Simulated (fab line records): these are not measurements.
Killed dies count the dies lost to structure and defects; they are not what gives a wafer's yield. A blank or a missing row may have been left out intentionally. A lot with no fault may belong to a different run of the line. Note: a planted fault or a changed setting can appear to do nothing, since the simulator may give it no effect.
fab line records    flow n5-finfet
record: lots: 11  wafers: 27  last-day: 17
route steps=1938 shown BEOL_M0@743 BEOL_M1@752 BEOL_M4@1111 PASSIVATION@1936
lots that met no fault: from a run of the same line without faults
start-h: start of the lot's first displayed wafer, in hours after the record's first day    wait-h: time in hours since the lot's previous step    " as in the row above    L1.1+2: several wafers, shown together as one row    - either no value or no given start    * or withheld: withheld    < > ~ a bound
route shown NAME@n: NAME is a module with steps in the file, n the number in the route of the first one    usual: mean/standard deviation taken from wafers without a fault    same: alike in all rows    chamber/n: place in a boat    sites: the reading at each site    _std_site: standard deviation across them    _edge_site: mean of outer sites minus mean of inner sites    radius-mm: for every site, how far away it sits from the centre of the wafer    mask NAME#n: copy n    behind: the last tool/chamber to shape the wafer    hold: what put the lot on hold/how long, in hours/how the hold closed    device: the n, p or np transistor that did not switch    end of line: the tests these same wafers got at the end of their route    a step given without rows: its recipe and nothing more    killed: the dies lost at the first sort to structure and to defects; this is not the yield of the wafer    map: shows each die of a wafer: x if killed, . if not, _ if none is there
set.NAME: the setting that was run; set.NAME@STEP: the one run at that earlier step    model.NAME: the simulator's own value behind a step, which no gauge read
one table for each step of the route and one row for each wafer, over a sample of lots
services: the hour from which a tool's chamber was out of use, counted from the record's first day as start-h (under 0 if before that day), plus the number of hours and why
== steps ==
step: N5_BEOL_M0_CMP_120
recipe: stop-on: SiOC  t-overpolish-s: 6.9  down-force-psi: 1  platen-rpm: 50  clearing-platen-down-force-psi: 1.5  clearing-platen-rpm: 50  post-cmp-clean: cu-alkaline  clearing-platen-pad-velocity-m-s: 0.99484  pad-velocity-m-s: 0.99484
usual: barrier-field-endpoint-s: 3.71/0.17  motor-current-A: 6.3/0.73  overpolish-run-s: 6.899/0.009  time-to-endpoint-s: 64/4.3
lot.wafer  tool    chamber  start-h  wait-h  barrier-field-endpoint-s  motor-current-A  overpolish-run-s  time-to-endpoint-s
L568.1     cmp-04  3        130.95   0.3     3.89                      6.0              6.900             67
L568.4     "       0        "        "       3.88                      6.5              6.902             69
L570.2     cmp-01  3        136.46   0.2     3.82                      6.5              6.896             65
L570.5     "       0        "        "       3.68                      6.4              6.908             61
L572.1     cmp-03  3        149.30   0.3     3.56                      5.8              6.911             63
L572.2     "       0        "        "       3.66                      7.7              6.900             61
L572.6     "       0        "        "       3.74                      7.4              6.909             64
L573.3     cmp-03  3        151.45   0.2     3.71                      5.8              6.910             63
L573.2     "       1        "        "       4.08                      5.1              6.897             75
L573.6     "       3        "        "       3.65                      5.9              6.898             58
L574.3     cmp-03  3        156.34   0.2     3.58                      6.0              6.881             59
L574.2     "       0        "        "       3.80                      7.5              6.912             60
L574.6     "       3        "        "       3.74                      5.7              6.899             58
L576.3     cmp-04  3        169.11   0.2     3.74                      6.1              6.904             72
L576.4     "       0        "        "       3.95                      6.3              6.899             71
L576.1     "       1        "        "       3.84                      6.2              6.898             71
L579.1     cmp-03  1        212.73   0.3     3.92                      5.3              6.901             68
L579.2     "       2        "        "       3.86                      5.9              6.887             63
L585.2     cmp-03  3        227.48   0.3     3.61                      5.8              6.916             54
L585.6     "       2        "        "       3.53                      5.8              6.886             64
L586.1     cmp-03  3        235.60   0.3     3.48                      5.7              6.889             61
L586.4     "       1        "        "       3.71                      5.7              6.898             71
L586.6     "       3        "        "       3.42                      5.6              6.896             58
L589.6     cmp-01  0        246.48   0.2     3.36                      6.4              6.903             58
L589.5     "       1        "        "       3.76                      7.4              6.893             64
L590.6     cmp-03  0        249.55   0.2     3.61                      8.0              6.899             63
L590.5     "       1        "        "       3.68                      5.4              6.898             73
step: N5_BEOL_M1_THK_MEAS_01
recipe: reads: SiOC_of_BEOL_M1_ILD_DEP_00
usual: M1_ILD_THK: 79.2/1.3
lot.wafer  tool           chamber  start-h  wait-h  M1_ILD_THK[nm]
L568.1     film-metro-02  -        131.56   0.0     77.9
L568.4     "              -        "        "       80.4
L570.2     film-metro-02  -        137.15   0.1     78.6
L570.5     "              -        "        "       79.0
L572.1     film-metro-02  -        149.98   0.0     79.2
L572.2     "              -        "        "       79.6
L572.6     "              -        "        "       81.4
L573.2     film-metro-02  -        152.12   0.1     79.3
L573.3     "              -        "        "       80.9
L573.6     "              -        "        "       80.6
L574.2     film-metro-01  -        157.03   0.1     79.2
L574.3     "              -        "        "       82.3
L574.6     "              -        "        "       81.3
L576.1     film-metro-01  -        169.89   0.0     78.6
L576.3     "              -        "        "       80.4
L576.4     "              -        "        "       80.5
L579.1     film-metro-01  -        213.42   0.0     77.2
L579.2     "              -        "        "       79.0
L585.2     film-metro-01  -        228.13   0.1     77.1
L585.6     "              -        "        "       79.7
L586.1     film-metro-02  -        236.30   0.1     77.6
L586.4     "              -        "        "       77.5
L586.6     "              -        "        "       80.4
L589.5     film-metro-02  -        247.02   0.0     78.9
L589.6     "              -        "        "       80.2
L590.5     film-metro-01  -        250.14   0.0     77.4
L590.6     "              -        "        "       80.5
step: N5_BEOL_M1_DESCUM_16
recipe: chemistry: O2  time-s: 7  source-power-w: 50  bias-power-w: 20  pressure-mtorr: 20  rf-frequency-hz: 2.712e+07  temp-c: 40  resist: CAR-EUV  o2-flow-sccm: 225
usual: drypump-motor-current-A: 5.5/0.35  o2-flow-sccm: 225.0/0.74  oes-product-au: 0.77/0.087  rf-vpp-V: 243.4/1.2  showerhead-plenum-p-Torr: 2.11/0.061  throttle-valve-pct: 20.57/0.25
lot.wafer  tool         chamber  start-h  wait-h  drypump-motor-current-A  o2-flow-sccm  oes-product-au  rf-hours-counter-h  rf-vpp-V  showerhead-plenum-p-Torr  throttle-valve-pct
L568.1     rie-diel-02  0        132.90   0.0     5.8                      225.8         0.92            25                  244.4     2.15                      20.39
L568.4     "            1        "        "       5.9                      224.1         0.72            197                 243.1     2.11                      20.47
L570.2     rie-diel-02  2        139.40   0.0     5.7                      225.9         0.71            233                 244.8     2.12                      20.16
L570.5     "            2        "        "       5.6                      225.6         0.71            -                   243.8     2.12                      20.18
L572.1     rie-diel-06  0        151.16   0.6     5.3                      225.3         0.76            151                 244.2     2.21                      20.54
L572.2     "            3        "        "       4.9                      225.6         0.71            213                 240.9     1.98                      20.92
L572.6     "            2        "        "       5.0                      226.2         0.89            -                   245.6     2.16                      20.50
L573.2     rie-diel-06  2        153.00   0.0     5.0                      226.0         0.88            53                  242.8     2.16                      20.50
L573.3     "            0        "        "       5.4                      225.5         0.75            151                 244.6     2.21                      20.55
L573.6     "            2        "        "       5.0                      226.7         0.88            -                   242.8     2.16                      20.50
L574.2     rie-diel-02  3        158.89   0.2     5.8                      224.8         0.70            223                 243.6     2.07                      20.74
L574.3     "            1        "        "       5.9                      224.8         0.70            206                 241.5     2.10                      20.48
L574.6     "            0        "        "       5.8                      225.2         0.89            -                   243.1     2.15                      20.38
L576.1     rie-diel-06  3        173.47   0.3     4.9                      225.0         0.71            220                 242.8     1.98                      20.93
L576.3     "            1        "        "       6.0                      225.1         0.71            213                 243.0     2.18                      20.80
L576.4     "            0        "        "       5.3                      224.0         0.75            157                 242.9     2.21                      20.56
L579.1     rie-diel-02  3        216.05   0.0     5.7                      224.7         0.70            241                 242.4     2.06                      20.78
L579.2     "            0        "        "       5.8                      224.3         0.86            51                  244.0     2.14                      20.43
L585.2     rie-diel-02  1        229.53   0.0     5.9                      224.3         0.70            226                 243.0     2.10                      20.53
L585.6     "            0        "        "       5.8                      225.9         0.85            -                   245.1     2.14                      20.44
L586.1     rie-diel-02  2        237.24   0.0     5.6                      225.0         0.97            9                   244.9     2.11                      19.86
L586.4     "            0        "        "       5.8                      225.7         0.84            -                   244.7     2.14                      20.44
L586.6     "            2        "        "       5.7                      225.1         0.96            -                   243.9     2.11                      19.84
L589.5     rie-diel-01  3        248.68   0.4     5.2                      224.5         0.67            -                   243.7     2.07                      20.74
L589.6     "            1        "        "       5.5                      225.7         0.72            -                   244.2     2.15                      20.41
L590.5     rie-diel-06  2        252.21   0.1     5.0                      225.7         0.84            -                   246.1     2.15                      20.55
L590.6     "            1        "        "       5.9                      223.8         0.69            -                   244.3     2.17                      20.84
step: N5_BEOL_M1_ETCH_63
recipe: chemistry: CF4  target: SiARC  target-depth-a: 156  mask-material: CAR-EUV  time-s: 26  ion-energy-ev: 80  pressure-mtorr: 40  source-w: 545  bias-w: 36  Ar_flow_sccm: 100  cf4-flow-sccm: 100  ends: cleared
usual: drypump-motor-current-A: 5.5/0.36  etch-rf-on-time-s: 25.8/0.85  oes-product-au: 0.65/0.071  rf-vpp-V: 184.2/1.1  showerhead-plenum-p-Torr: 2.15/0.048  throttle-valve-pct: 15.72/0.29
lot.wafer  tool         chamber  start-h  wait-h  drypump-motor-current-A  etch-rf-on-time-s  oes-product-au  rf-hours-counter-h  rf-vpp-V  showerhead-plenum-p-Torr  throttle-valve-pct
L568.1     rie-diel-02  0        132.95   0.0     5.9                      26.4               0.76            25                  184.1     2.19                      15.52
L568.4     "            1        "        "       5.9                      26.5               0.61            197                 182.6     2.14                      15.54
L570.2     rie-diel-02  2        139.45   0.0     5.6                      27.0               0.60            233                 184.1     2.17                      15.55
L570.5     "            2        "        "       5.6                      26.9               0.60            -                   185.1     2.17                      15.55
L572.1     rie-diel-06  0        151.21   0.0     5.3                      24.3               0.65            151                 185.7     2.22                      15.44
L572.2     "            3        "        "       4.9                      25.3               0.61            213                 184.0     2.06                      16.29
L572.6     "            2        "        "       5.0                      24.9               0.76            -                   185.0     2.15                      15.38
L573.2     rie-diel-06  2        153.05   0.0     5.0                      24.5               0.76            53                  183.6     2.15                      15.37
L573.3     "            0        "        "       5.3                      24.1               0.66            151                 185.9     2.22                      15.46
L573.6     "            2        "        "       5.0                      24.6               0.77            -                   184.4     2.15                      15.39
L574.2     rie-diel-02  3        158.94   0.0     5.7                      26.6               0.60            223                 184.9     2.10                      15.89
L574.3     "            1        "        "       5.9                      26.4               0.61            206                 183.5     2.14                      15.56
L574.6     "            0        "        "       5.8                      26.8               0.75            -                   184.6     2.19                      15.54
L576.1     rie-diel-06  3        173.52   0.0     4.9                      25.3               0.60            220                 182.4     2.06                      16.30
L576.3     "            1        "        "       6.0                      25.1               0.60            213                 183.6     2.21                      15.89
L576.4     "            0        "        "       5.3                      24.1               0.66            157                 185.1     2.22                      15.47
L579.1     rie-diel-02  3        216.10   0.0     5.7                      41.9               0.47            241                 183.2     2.10                      15.92
L579.2     "            0        "        "       5.8                      43.1               0.56            51                  185.4     2.18                      15.59
L585.2     rie-diel-02  1        229.58   0.0     5.9                      42.7               0.47            226                 184.9     2.13                      15.62
L585.6     "            0        "        "       5.8                      27.0               0.70            -                   183.9     2.18                      15.60
L586.1     rie-diel-02  2        237.29   0.0     5.6                      42.1               0.63            9                   184.6     2.17                      15.11
L586.4     "            0        "        "       5.8                      27.2               0.70            -                   184.7     2.18                      15.60
L586.6     "            2        "        "       5.6                      26.4               0.80            -                   184.7     2.17                      15.10
L589.5     rie-diel-01  3        248.73   0.0     5.2                      26.5               0.58            -                   184.3     2.10                      15.92
L589.6     "            1        "        "       5.5                      27.1               0.61            -                   185.5     2.20                      15.70
L590.5     rie-diel-06  2        252.25   0.0     5.1                      24.8               0.73            -                   185.1     2.14                      15.44
L590.6     "            1        "        "       5.9                      24.7               0.60            -                   184.8     2.20                      15.94
step: N5_BEOL_M4_RC_MEAS_101
usual: DIBL_N: 36.0/2  DIBL_P: 35.9/2.5  IOFF_N: 0.16/0.038  IOFF_P: 0.21/0.04  ION_N: 675/14  ION_P: 462/9.4  SS_N: 71.5/0.75  SS_P: 73.2/0.74  VT_N: 250/3.9  VT_P: -251/3.2
lot.wafer  tool       chamber  start-h  wait-h  DIBL_N[mV/V]  DIBL_P[mV/V]  IOFF_N[nA/um]  IOFF_P[nA/um]  ION_N[uA/um]  ION_P[uA/um]  SS_N[mV/dec]  SS_P[mV/dec]  VT_N[mV]  VT_P[mV]
L568.1     prober-01  0        166.62   0.0     37.7          35.8          0.20           0.20           667           455           72.2          72.8          249       -252
L568.4     "          0        "        "       36.3          33.6          0.16           0.16           675           452           71.1          72.4          250       -255
L570.2     prober-01  0        178.60   0.2     40.0          37.8          0.23           0.28           690           468           72.1          74.2          242       -246
L570.5     "          0        "        "       32.6          30.3          0.12           0.18           679           474           69.8          72.2          249       -251
L573.2     prober-02  0        192.72   0.2     36.9          37.7          0.20           0.25           705           478           71.5          73.2          244       -246
L573.3     "          0        "        "       37.0          39.5          0.18           0.28           681           474           71.4          74.4          249       -249
L573.6     "          0        "        "       37.0          38.4          0.18           0.26           692           479           71.2          73.7          247       -248
L572.1     prober-01  0        197.12   0.0     37.3          37.2          0.17           0.19           664           446           72.3          73.7          251       -255
L572.2     "          0        "        "       32.4          31.9          0.11           0.14           654           445           70.8          72.6          256       -257
L572.6     "          0        "        "       38.7          39.4          0.20           0.25           670           459           71.8          74.5          246       -251
L574.2     prober-02  0        200.00   0.2     32.5          32.2          0.11           0.16           679           473           69.6          71.7          256       -251
L574.3     "          0        "        "       35.9          35.1          0.15           0.19           676           460           70.2          73.4          251       -251
L574.6     "          0        "        "       35.7          35.0          0.15           0.18           675           464           70.1          72.7          251       -249
L576.1     prober-02  0        212.35   0.0     35.6          34.3          0.16           0.23           701           483           71.3          72.8          243       -245
L576.3     "          0        "        "       34.8          33.3          0.13           0.22           683           475           69.7          72.4          248       -248
L576.4     "          0        "        "       35.3          34.1          0.14           0.23           686           472           70.6          72.8          248       -247
L579.1     prober-02  0        249.46   0.0     33.3          33.2          0.11           0.15           661           450           71.0          72.3          254       -255
L579.2     "          0        "        "       35.8          38.4          0.15           0.21           672           461           71.3          73.0          251       -252
L585.2     prober-02  0        270.01   0.2     35.3          36.7          0.14           0.20           647           447           71.2          72.7          251       -249
L585.6     "          0        "        "       34.5          37.0          0.14           0.21           688           473           70.9          73.6          250       -249
L586.1     prober-02  0        272.75   0.0     33.8          34.0          0.11           0.18           664           460           70.7          72.6          254       -251
L586.4     "          0        "        "       41.3          42.8          0.28           0.35           705           482           72.3          74.6          240       -243
L586.6     "          0        "        "       34.4          34.7          0.13           0.19           673           464           70.6          72.5          252       -252
L589.5     prober-01  0        296.35   0.6     36.6          36.4          0.14           0.22           661           458           71.7          73.2          253       -250
L589.6     "          0        "        "       37.0          37.0          0.16           0.24           672           466           71.4          73.7          249       -249
L590.5     prober-01  0        301.39   0.6     34.7          35.0          0.12           0.17           664           460           71.2          72.7          254       -253
L590.6     "          0        "        "       33.0          31.9          0.11           0.15           663           464           70.9          71.9          258       -256
step: N5_PASSIVATION_PROBE_49
usual: defect-limited-yield: 91.3/1.5  killed_at_M0_to_M3: 33/12  killed_at_M4_up: 15/5.2  killed-at-contacts: 12/5.1  killed-at-front-end: 39/11  killed-at-other: 5/3.6  killed-dies: 103/18  killed-open: 67/13  killed-short: 33/7.8  sort_bin_5_function: 5.1/0.96  sort_bin_6_memory: 3.2/0.71  sort-n-pass: 1077/18  sort-yield-pct: 91.3/1.5
same: gross-dies: 1180  killed-at-back-side: 0  sort_bin_4_leakage[%]: 0  sort_bin_8_speed[%]: 0
lot.wafer  tool       chamber  start-h  wait-h  defect-limited-yield[%]  killed_at_M0_to_M3  killed_at_M4_up  killed-at-contacts  killed-at-front-end  killed-at-other  killed-dies  killed-open  killed-short  sort_bin_5_function[%]  sort_bin_6_memory[%]  sort-n-pass  sort-yield-pct[%]
L568.1     prober-02  -        261.21   0.0     91.9                     32                  16               17                  31                   0                96           64           32            4.6                     3.3                   1084         91.9
L568.4     prober-02  -        261.36   0.2     88.2                     47                  10               14                  63                   5                139          84           47            6.9                     3.8                   1041         88.2
L570.2     prober-01  -        278.74   0.1     92.8                     12                  17               20                  35                   1                85           54           23            4.1                     2.3                   1095         92.8
L570.5     prober-01  -        278.89   0.2     92.3                     28                  15               18                  26                   4                91           69           20            3.4                     4.1                   1089         92.3
L573.2     prober-01  -        286.51   0.1     89.1                     46                  16               10                  45                   12               129          73           56            6.2                     4.2                   1051         89.1
L573.3     prober-01  -        286.56   0.1     89.3                     50                  12               17                  43                   4                126          98           28            5.7                     4.6                   1054         89.3
L573.6     prober-01  -        286.71   0.3     91.7                     37                  14               7                   34                   6                98           63           35            4.9                     3.2                   1082         91.7
L572.1     prober-01  -        292.12   0.0     92.3                     16                  12               13                  46                   4                91           68           20            4.3                     3.0                   1089         92.3
L572.2     prober-01  -        292.17   0.1     95.3                     16                  7                5                   25                   2                55           41           13            3.1                     1.4                   1125         95.3
L572.6     prober-01  -        292.37   0.3     92.9                     10                  21               12                  37                   4                84           57           23            4.9                     2.0                   1096         92.9
L574.2     prober-02  -        297.90   0.1     92.3                     18                  14               11                  37                   11               91           68           22            5.2                     2.5                   1089         92.3
L574.3     prober-02  -        297.95   0.1     89.3                     49                  21               19                  31                   6                126          97           29            6.7                     3.6                   1054         89.3
L574.6     prober-02  -        298.10   0.3     91.8                     19                  15               18                  28                   17               97           57           40            4.8                     3.1                   1083         91.8
L576.1     prober-02  -        306.11   0.0     90.3                     58                  9                2                   42                   3                114          71           43            6.1                     3.3                   1066         90.3
L576.3     prober-02  -        306.21   0.1     91.8                     30                  22               4                   33                   8                97           54           36            4.2                     3.3                   1083         91.8
L576.4     prober-02  -        306.26   0.2     90.1                     37                  26               10                  41                   3                117          80           37            4.4                     5.5                   1063         90.1
L579.1     prober-02  -        348.45   0.0     91.9                     33                  15               15                  31                   2                96           57           39            5.0                     2.7                   1084         91.9
L585.2     prober-01  -        365.23   0.1     90.3                     31                  11               10                  47                   15               114          66           43            5.5                     3.1                   1066         90.3
L585.6     prober-01  -        365.43   0.3     90.9                     29                  12               11                  46                   9                107          60           47            6.6                     2.1                   1073         90.9
L586.1     prober-01  -        383.32   0.1     92.3                     33                  13               8                   35                   2                91           57           28            4.3                     2.6                   1089         92.3
L586.4     prober-01  -        383.47   0.2     90.3                     43                  15               7                   47                   2                114          68           46            5.2                     3.9                   1066         90.3
L586.6     prober-01  -        383.57   0.3     92.1                     35                  20               5                   32                   1                93           65           27            4.9                     2.8                   1087         92.1
L589.5     prober-02  -        397.65   0.2     90.7                     37                  16               5                   49                   3                110          71           35            5.8                     3.1                   1070         90.7
L589.6     prober-02  -        397.70   0.3     90.9                     25                  17               10                  51                   4                107          60           38            4.8                     3.2                   1073         90.9
L590.5     prober-01  -        401.07   0.2     91.7                     27                  14               6                   43                   8                98           60           36            5.2                     3.1                   1082         91.7
L590.6     prober-01  -        401.12   0.3     88.9                     46                  10               18                  47                   10               131          87           38            6.5                     4.2                   1049         88.9
killed by level:class
L568.1 MOL_CONTACT_COAG:geometric-particle:open=14 BEOL_M2:geometric-particle:open=9 BEOL_M3:geometric-particle:open=8 FIN_SAQP:geometric-particle:open=6 DUMMY_GATE:geometric-particle:open=6 FIN_SAQP:geometric-particle:short=5 BEOL_M0_SAQP:geometric-particle:short=4 BEOL_M5:geometric-particle:open=4
L568.4 STI_FIN_REVEAL:geometric-particle:open=14 MOL_CONTACT_COAG:geometric-particle:open=11 BEOL_M2:geometric-particle:open=10 BEOL_M0_SAQP:geometric-particle:short=9 HKMG_FIN:area-etch=8 DUMMY_GATE:geometric-particle:open=7 BEOL_M3:geometric-particle:open=7 BEOL_M3:geometric-particle:short=7
L570.2 MOL_CONTACT_COAG:geometric-particle:open=14 BEOL_M4:geometric-particle:open=8 HKMG_FIN:area-etch=8 STI_FIN_REVEAL:geometric-particle:open=6 MOL_CONTACT_COAG:geometric-particle:short=6 FIN_SAQP:geometric-particle:open=5 GATE_CUT:geometric-particle:open=5 BEOL_M0_SAQP:geometric-particle:short=4
L570.5 MOL_CONTACT_COAG:geometric-particle:open=16 STI_FIN_REVEAL:geometric-particle:open=9 BEOL_M2:geometric-particle:open=9 BEOL_M3:geometric-particle:short=5 FIN_SAQP:geometric-particle:open=4 STI_FIN_REVEAL:geometric-particle:short=4 BEOL_M3:geometric-particle:open=4 BEOL_M4:geometric-particle:open=4
L573.2 BEOL_M0_SAQP:geometric-particle:short=14 GATE_CUT:geometric-particle:short=11 BEOL_M0_SAQP:geometric-particle:open=10 GATE_CUT:geometric-particle:open=9 MOL_CONTACT_COAG:geometric-particle:open=7 STI_FIN_REVEAL:geometric-particle:open=6 BEOL_M2:geometric-particle:open=6 BEOL_M3:geometric-particle:open=6
L573.3 MOL_CONTACT_COAG:geometric-particle:open=16 STI_FIN_REVEAL:geometric-particle:open=15 BEOL_M2:geometric-particle:open=15 BEOL_M1:geometric-particle:open=10 FIN_SAQP:geometric-particle:open=8 BEOL_M3:geometric-particle:open=6 BEOL_M0_SAQP:geometric-particle:open=5 STI_FIN_REVEAL:geometric-particle:short=4
L573.6 BEOL_M0_SAQP:geometric-particle:short=9 STI_FIN_REVEAL:geometric-particle:open=8 MOL_CONTACT_COAG:geometric-particle:open=7 FIN_SAQP:geometric-particle:open=6 BEOL_M1:geometric-particle:open=6 BEOL_M2:geometric-particle:open=6 BEOL_M3:geometric-particle:short=6 FIN_SAQP:geometric-particle:short=5
L572.1 MOL_CONTACT_COAG:geometric-particle:open=12 FIN_SAQP:geometric-particle:open=8 STI_FIN_REVEAL:geometric-particle:open=7 FIN_SAQP:geometric-particle:short=6 BEOL_M3:geometric-particle:open=6 GATE_CUT:geometric-particle:open=5 BEOL_M4:geometric-particle:open=5 STARTING-WAFER:geometric-particle:open=5
L572.2 BEOL_M3:geometric-particle:open=7 STI_FIN_REVEAL:geometric-particle:open=6 GATE_CUT:geometric-particle:open=6 FIN_SAQP:geometric-particle:open=3 MOL_CONTACT_COAG:geometric-particle:short=3 BEOL_M4:geometric-particle:open=3 GATE_CUT:geometric-particle:short=2 MOL_CONTACT_COAG:geometric-particle:open=2
L572.6 FIN_SAQP:geometric-particle:open=12 MOL_CONTACT_COAG:geometric-particle:open=10 BEOL_M4:geometric-particle:open=6 STI_FIN_REVEAL:geometric-particle:open=4 SPACER0:geometric-particle:short=4 BEOL_M7:geometric-particle:open=4 FIN_SAQP:geometric-particle:short=3 BEOL_M2:geometric-particle:open=3
L574.2 MOL_CONTACT_COAG:geometric-particle:open=11 STI_FIN_REVEAL:geometric-particle:open=10 BEOL_M4:geometric-particle:open=6 BEOL_M5:geometric-particle:open=5 STARTING-WAFER:geometric-particle:open=5 BEOL_M1:geometric-particle:open=4 ILD0:geometric-particle:open=4 GATE_CUT:geometric-particle:short=4
L574.3 MOL_CONTACT_COAG:geometric-particle:open=17 BEOL_M1:geometric-particle:open=17 BEOL_M4:geometric-particle:open=13 BEOL_M3:geometric-particle:open=10 GATE_CUT:geometric-particle:short=7 FIN_SAQP:geometric-particle:open=6 GATE_CUT:geometric-particle:open=6 BEOL_M2:geometric-particle:open=6
L574.6 MOL_CONTACT_COAG:geometric-particle:open=10 MOL_CONTACT_COAG:geometric-particle:short=8 BEOL_M4:geometric-particle:open=7 FIN_SAQP:geometric-particle:open=6 BEOL_M3:geometric-particle:open=6 PASS1_CAP:geometric-particle:open=5 FIN_SAQP:geometric-particle:short=4 BEOL_M0_SAQP:geometric-particle:short=4
L576.1 BEOL_M1:geometric-particle:open=14 BEOL_M0_SAQP:geometric-particle:short=12 BEOL_M0_SAQP:geometric-particle:open=12 FIN_SAQP:geometric-particle:open=8 BEOL_M3:geometric-particle:open=8 DUMMY_GATE:geometric-particle:open=6 STI_FIN_REVEAL:geometric-particle:open=5 DUMMY_GATE:geometric-particle:short=5
L576.3 BEOL_M4:geometric-particle:open=8 BEOL_M0_SAQP:geometric-particle:short=7 BEOL_M2:geometric-particle:open=7 BEOL_M4:geometric-particle:short=7 HKMG_FIN:area-etch=7 DUMMY_GATE:geometric-particle:short=6 FIN_SAQP:geometric-particle:open=5 BEOL_M5:geometric-particle:open=5
L576.4 BEOL_M1:geometric-particle:open=11 DUMMY_GATE:geometric-particle:open=9 BEOL_M0_SAQP:geometric-particle:open=8 MOL_CONTACT_COAG:geometric-particle:open=7 STI_FIN_REVEAL:geometric-particle:open=6 GATE_CUT:geometric-particle:short=6 BEOL_M4:geometric-particle:open=6 BEOL_M5:geometric-particle:open=5
L579.1 MOL_CONTACT_COAG:geometric-particle:open=10 FIN_SAQP:geometric-particle:short=9 BEOL_M1:geometric-particle:open=7 BEOL_M2:geometric-particle:open=7 STI_FIN_REVEAL:geometric-particle:open=6 MOL_CONTACT_COAG:geometric-particle:short=5 BEOL_M5:geometric-particle:open=5 FIN_SAQP:geometric-particle:open=4
L585.2 BEOL_M2:geometric-particle:open=11 FIN_SAQP:geometric-particle:short=8 FIN_SAQP:geometric-particle:open=7 MOL_CONTACT_COAG:geometric-particle:open=7 DUMMY_GATE:geometric-particle:open=6 GATE_CUT:geometric-particle:short=6 STARTING-WAFER:geometric-particle:short=6 BEOL_M3:geometric-particle:open=6
L585.6 FIN_SAQP:geometric-particle:short=21 BEOL_M3:geometric-particle:open=9 MOL_CONTACT_COAG:geometric-particle:open=8 BEOL_M2:geometric-particle:open=7 FIN_SAQP:geometric-particle:open=6 DUMMY_GATE:geometric-particle:open=6 STARTING-WAFER:geometric-particle:open=5 BEOL_M2:geometric-particle:short=4
L586.1 STI_FIN_REVEAL:geometric-particle:open=10 BEOL_M0_SAQP:geometric-particle:short=8 MOL_CONTACT_COAG:geometric-particle:open=6 BEOL_M0_SAQP:geometric-particle:open=5 BEOL_M3:geometric-particle:open=5 BEOL_M2:geometric-particle:open=5 FIN_SAQP:geometric-particle:short=4 BEOL_M0:geometric-particle:open=4
L586.4 FIN_SAQP:geometric-particle:open=15 FIN_SAQP:geometric-particle:short=12 BEOL_M0_SAQP:geometric-particle:open=10 BEOL_M0_SAQP:geometric-particle:short=9 BEOL_M5:geometric-particle:open=8 BEOL_M3:geometric-particle:open=8 STI_FIN_REVEAL:geometric-particle:open=6 MOL_CONTACT_COAG:geometric-particle:short=5
L586.6 BEOL_M0_SAQP:geometric-particle:open=10 BEOL_M3:geometric-particle:open=10 FIN_SAQP:geometric-particle:open=9 FIN_SAQP:geometric-particle:short=9 BEOL_M4:geometric-particle:open=7 BEOL_M0_SAQP:geometric-particle:short=5 BEOL_M5:geometric-particle:open=5 STI_FIN_REVEAL:geometric-particle:open=4
L589.5 GATE_CUT:geometric-particle:short=11 STI_FIN_REVEAL:geometric-particle:open=10 FIN_SAQP:geometric-particle:short=8 BEOL_M0_SAQP:geometric-particle:open=8 BEOL_M3:geometric-particle:open=8 BEOL_M0_SAQP:geometric-particle:short=7 BEOL_M2:geometric-particle:open=7 DUMMY_GATE:geometric-particle:open=6
L589.6 FIN_SAQP:geometric-particle:short=10 FIN_SAQP:geometric-particle:open=9 BEOL_M2:geometric-particle:open=9 MOL_CONTACT_COAG:geometric-particle:open=8 STI_FIN_REVEAL:geometric-particle:open=6 GATE_CUT:geometric-particle:short=6 BEOL_M3:geometric-particle:open=6 HKMG_FIN:area-etch=6
L590.5 STI_FIN_REVEAL:geometric-particle:open=10 FIN_SAQP:geometric-particle:short=8 BEOL_M0_SAQP:geometric-particle:open=7 MOL_CONTACT_COAG:geometric-particle:open=6 BEOL_M3:geometric-particle:open=6 FIN_SAQP:geometric-particle:open=5 BEOL_M2:geometric-particle:open=5 STARTING-WAFER:geometric-particle:short=5
L590.6 BEOL_M2:geometric-particle:open=14 MOL_CONTACT_COAG:geometric-particle:open=13 STI_FIN_REVEAL:geometric-particle:open=11 BEOL_M1:geometric-particle:open=7 FIN_SAQP:geometric-particle:open=6 ILD0:geometric-particle:short=6 BEOL_M0_SAQP:geometric-particle:short=6 BEOL_M3:geometric-particle:open=6
== services ==
tool         chamber  start-h  hours  kind
rie-diel-01  0        114.37   7.6    repair
rie-diel-06  1        127.09   2.5    repair
cmp-04       -        131.28   3.7    pm
cmp-03       -        139.32   4.0    pm
rie-diel-06  2        139.56   7.7    repair
rie-diel-01  3        142.69   2.2    repair
cmp-01       -        170.88   0.9    repair
cmp-01       -        175.34   1.2    repair
rie-diel-02  1        178.83   7.1    repair
cmp-01       -        181.64   5.3    repair
cmp-01       -        189.61   2.0    repair
cmp-03       -        192.54   2.2    repair
rie-diel-02  2        196.07   -      clean
rie-diel-02  2        196.07   -      consumable-replace:focus-ring
rie-diel-02  2        196.07   16.8   scheduled-down
rie-diel-02  2        196.07   16.8   vent-cycle
cmp-03       -        202.26   2.2    repair
rie-diel-01  2        220.13   3.2    repair
cmp-03       -        220.39   0.8    repair
rie-diel-02  3        236.85   -      clean
rie-diel-02  3        236.85   -      consumable-replace:focus-ring
rie-diel-02  3        236.85   19.3   scheduled-down
rie-diel-02  3        236.85   19.3   vent-cycle
cmp-01       -        248.37   4.8    pm
== key ==
first-sign: step: N5_BEOL_M1_ETCH_63  reading: etch-rf-on-time-s  direction: up  sigmas: 20  usual: *  struck: *
effect none on later readings
met-at N5_BEOL_M1_ETCH_63
struck-lots L579,L585,L586
struck-wafers L579.1,L579.2,L585.2,L586.1
not-acting-at N5_BEOL_M0_CMP_120,N5_BEOL_M1_THK_MEAS_01,N5_BEOL_M1_DESCUM_16
onset-between 158.94 216.10
fault: kind: process-parameter-drift  tool: rie-diel-02  chamber: -  onset-h: 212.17  steps: N5_BEOL_M1_ETCH_63  channel: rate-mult  offset: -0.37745  shape: step  end-h: 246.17  scope: struck-wafers-only
